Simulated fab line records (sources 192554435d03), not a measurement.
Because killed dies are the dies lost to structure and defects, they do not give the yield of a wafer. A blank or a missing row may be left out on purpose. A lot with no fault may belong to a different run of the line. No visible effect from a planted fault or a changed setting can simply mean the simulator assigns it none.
Split-lot trial | flow n5-finfet | 21 wafers read from 7 lots, route of 1938 steps

## ABOUT THE SPLIT
At N5_BEOL_M3_TRENCH_ETCH_37 (etches SiOC in C4F6/O2, target depth 55.555 nm, time 29.2 s), the setting bias-w was moved away from the recipe's 185 W on 8 of the 21 wafers read, by -6.2% to +17.2%. For the rest of the wafers, this setting stayed at what the recipe calls for.

The split's own step is where the reading is taken.

## THE READING
rf-vpp-V, in V, at N5_BEOL_M3_TRENCH_ETCH_37 (etches SiOC in C4F6/O2, target depth 55.555 nm, time 29.2 s). On this fab line, fault-free wafers typically give 665 V with a standard deviation of 5.6 V.

wafer  | tool, chamber at the split | bias-w as run, W | against the recipe | rf-vpp-V, V | against lot-mates on the recipe
L074.1 | rie-diel-05, 3             | 195.4            | +5.6%              | 700         | +30
L074.2 | rie-diel-05, 1             | 185              | recipe             | 671         | -
L074.6 | rie-diel-05, 3             | 185              | recipe             | 670         | -
L076.1 | rie-diel-05, 3             | 173.6            | -6.2%              | 639         | -28
L076.3 | rie-diel-05, 0             | 185              | recipe             | 663         | -
L076.6 | rie-diel-05, 3             | 185              | recipe             | 670         | -
L079.2 | rie-diel-05, 0             | 211.8            | +14.5%             | 738         | no lot-mate on the recipe
L079.4 | rie-diel-05, 0             | 211.8            | +14.5%             | 738         | no lot-mate on the recipe
L079.6 | rie-diel-05, 1             | 211.8            | +14.5%             | 747         | no lot-mate on the recipe
L081.3 | rie-diel-05, 2             | 185              | recipe             | 666         | -
L081.4 | rie-diel-05, 3             | 185              | recipe             | 671         | -
L081.6 | rie-diel-05, 2             | 185              | recipe             | 667         | -
L095.1 | rie-diel-05, 3             | 185              | recipe             | 671         | -
L095.4 | rie-diel-05, 2             | 216.8            | +17.2%             | 756         | +85
L095.5 | rie-diel-05, 1             | 185              | recipe             | 671         | -
L094.1 | rie-diel-05, 2             | 185              | recipe             | 666         | -
L094.3 | rie-diel-05, 1             | 215.3            | +16.4%             | 755         | +89
L094.6 | rie-diel-05, 3             | 215.3            | +16.4%             | 756         | +90
L097.1 | rie-diel-02, 3             | 185              | recipe             | 651         | -
L097.2 | rie-diel-02, 0             | 185              | recipe             | 664         | -
L097.5 | rie-diel-02, 3             | 185              | recipe             | 651         | -

THE FIT
A straight line over all 21 wafers: rf-vpp-V changes by +5.27 V for each +1% of bias-w; r = +0.99; the points scatter about the line by 6.2 V.
The same after taking each lot's own level away (the mean of its wafers on the recipe; 18 wafers): +5.22 V for each +1%; r = +0.99; scatter 3.7 V.
That fit puts the effect of the largest move of bias-w on the reading at 90 V.
From 655.3 to 671.0 V: that is the span of the lots' own levels, equal to 2.8 times the standard deviation above.
So the lot-to-lot level changes the slope little: the two slopes agree.
Check: +92.7 V against its lot-mates is what the line predicts for one of the wafers moved furthest among these (+17.2%) when that wafer is left out of the fit. Against them it came out at +85 V.
Tool readings at the split's step, against how far the setting was moved: rf-vpp-V r = +0.99.

## ADDITIONAL SPLITS CARRIED BY THESE WAFERS
Other splits were also applied to these wafers ahead of the reading. Each is held against what the fit with the lots' levels taken away leaves over:
other split on the same wafers            | wafers away from the commonest value | r with rf-vpp-V (lot level and that fit taken away)
N5_ILD0_CMP_12 down-force-psi             | 5                                    | +0.28
N5_SDB_COAT_05 spin-rpm                   | 6                                    | +0.42
N5_HKMG_FIN_COAT_06 spin-rpm              | 5                                    | +0.12
N5_HKMG_FIN_DEVELOP_11 develop-time-s     | 6                                    | -0.11
N5_MOL_CONTACT_COAG_VIA_ETCH_117 bias-w   | 12                                   | +0.24
N5_BEOL_M0_SAQP_COAT_08 spin-rpm          | 6                                    | -0.42
N5_BEOL_M0_SAQP_DEVELOP_13 develop-time-s | 8                                    | +0.05
N5_BEOL_M0_CUTY_ETCH_63 source-w          | 5                                    | -0.16
N5_BEOL_M0_ETCH_128 source-w              | 9                                    | +0.17
N5_BEOL_M1_ETCH_64 bias-w                 | 9                                    | -0.40

## FILE'S OWN FIT
rf-vpp-V changes by +5.14 V for each +1% of bias-w, r = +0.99.
